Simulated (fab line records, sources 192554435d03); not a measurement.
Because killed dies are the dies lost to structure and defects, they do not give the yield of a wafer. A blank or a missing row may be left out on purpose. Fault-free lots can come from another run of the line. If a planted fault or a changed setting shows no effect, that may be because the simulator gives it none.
Matching of chambers ; flow n5 finfet ; 4 sister chambers for N5_BEOL_M3_DESCUM_16 on rie diel-03
The step chemistry O2, time 7 s. 18 wafers are shown with their chamber, then 9 later ones without.

== WAFERS, EACH WITH ITS CHAMBER ==
wafer;chamber;drypump motor current A (A);showerhead plenum p Torr (Torr);throttle valve pct (%)
L074.1;3;5.1;2.11;20.26
L074.5;0;5.3;2.17;20.41
L074.6;1;5.2;2.16;20.37
L075.1;2;4.8;2.06;20.25
L075.2;0;5.3;2.17;20.42
L075.4;3;5.1;2.11;20.28
L078.1;3;5.1;2.11;20.26
L078.4;3;5.1;2.11;20.27
L078.6;1;5.2;2.16;20.37
L080.1;2;4.8;2.06;19.89
L080.3;1;5.2;2.16;20.38
L080.4;0;5.3;2.16;20.42
L082.2;1;5.2;2.15;20.38
L082.3;0;5.3;2.16;20.44
L082.6;2;4.8;2.06;19.89
L084.1;2;4.8;2.06;19.91
L084.2;0;5.4;2.16;20.45
L084.4;3;5.1;2.11;20.29

SIGNATURES, as means of the wafers listed above
reading;chamber 0;chamber 1;chamber 2;chamber 3;scatter within a chamber
drypump motor current A;5.320;5.200;4.800;5.100;0.0239
showerhead plenum p Torr;2.1640;2.1575;2.0600;2.1100;0.00373
throttle valve pct;20.4280;20.3750;19.9850;20.2720;0.0827
Rule: for a wafer and a chamber, the distance is found by dividing, reading by reading, the gap between the wafer's reading and the chamber's mean by the reading's scatter, squaring, summing and taking the root. The wafer belongs to the nearest chamber; if the next one is less than 2 further off, it can't be placed. The scatter: the root of (the sum of the squares of (reading less its chamber's mean) over the shown wafers, divided by (wafers less chambers)).

== WAFERS MISSING THEIR CHAMBER ==
wafer;drypump motor current A (A);showerhead plenum p Torr (Torr);throttle valve pct (%)
L085.1;5.2;2.15;20.41
L085.2;5.3;2.16;20.44
L085.4;5.1;2.15;20.40
L094.1;5.1;2.15;20.42
L094.2;4.8;2.05;19.92
L094.3;5.3;2.16;20.47
L097.3;4.8;2.05;19.94
L097.4;5.2;2.14;20.43
L097.6;5.3;2.15;20.46

== WHICH CHAMBER EACH ONE RAN IN ==
wafer;from the rows above;in truth
L085.1;1;1
L085.2;0;0
L085.4;1;1
L094.1;1;1
L094.2;2;2
L094.3;0;0
L097.3;2;2
L097.4;1;1
L097.6;can't be placed: 0 or 1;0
Placed correctly: 8 of 9. Unplaceable from these rows: 1, with the true chamber sitting among the candidates in 1. Placed wrongly: 0.
